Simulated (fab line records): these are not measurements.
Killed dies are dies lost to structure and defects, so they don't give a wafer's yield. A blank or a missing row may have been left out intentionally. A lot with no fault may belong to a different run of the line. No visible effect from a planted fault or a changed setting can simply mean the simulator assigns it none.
Chamber matching || flow nand harc || rie diel-12 running NHARC_P_GATE_STRIP_108: 4 sister chambers
The step strips in O2. 4 wafers are shown with their chamber, then 7 later ones without.

## EACH WAFER AND ITS CHAMBER
{"wafer": "L443.2", "chamber": 3, "showerhead plenum p Torr (Torr)": 3.70}
{"wafer": "L443.3", "chamber": 1, "showerhead plenum p Torr (Torr)": 3.35}
{"wafer": "L442.3", "chamber": 2, "showerhead plenum p Torr (Torr)": 3.51}
{"wafer": "L442.5", "chamber": 0, "showerhead plenum p Torr (Torr)": 3.56}

## WAFERS WITH NO CHAMBER GIVEN
{"wafer": "L442.6", "showerhead plenum p Torr (Torr)": 3.70}
{"wafer": "L445.2", "showerhead plenum p Torr (Torr)": 3.55}
{"wafer": "L445.3", "showerhead plenum p Torr (Torr)": 3.70}
{"wafer": "L445.6", "showerhead plenum p Torr (Torr)": 3.34}
{"wafer": "L446.1", "showerhead plenum p Torr (Torr)": 3.70}
{"wafer": "L446.2", "showerhead plenum p Torr (Torr)": 3.51}
{"wafer": "L446.3", "showerhead plenum p Torr (Torr)": 3.55}

## THE CHAMBER EACH PASSED THROUGH
{"wafer": "L442.6", "from the rows above": 3, "in truth": 3}
{"wafer": "L445.2", "from the rows above": 0, "in truth": 0}
{"wafer": "L445.3", "from the rows above": 3, "in truth": 3}
{"wafer": "L445.6", "from the rows above": 1, "in truth": 1}
{"wafer": "L446.1", "from the rows above": 3, "in truth": 3}
{"wafer": "L446.2", "from the rows above": 2, "in truth": 2}
{"wafer": "L446.3", "from the rows above": 0, "in truth": 0}
Correct placement for 7 of the 7. Can't be placed from these rows: 0. Placed wrongly: 0.
How it was worked out, from the rows above alone: a wafer's distance from a chamber is the root of the sum, over the readings, of the square of ((its reading less the chamber's mean) divided by the reading's scatter). The wafer belongs to the nearest chamber; if the next one is less than 2 further off, it can't be placed. Each chamber's mean is taken over the wafers shown for it. The scatter (one wafer shown for each chamber): square how far every hidden wafer sits from the nearest shown wafer, average those squares and take the square root.
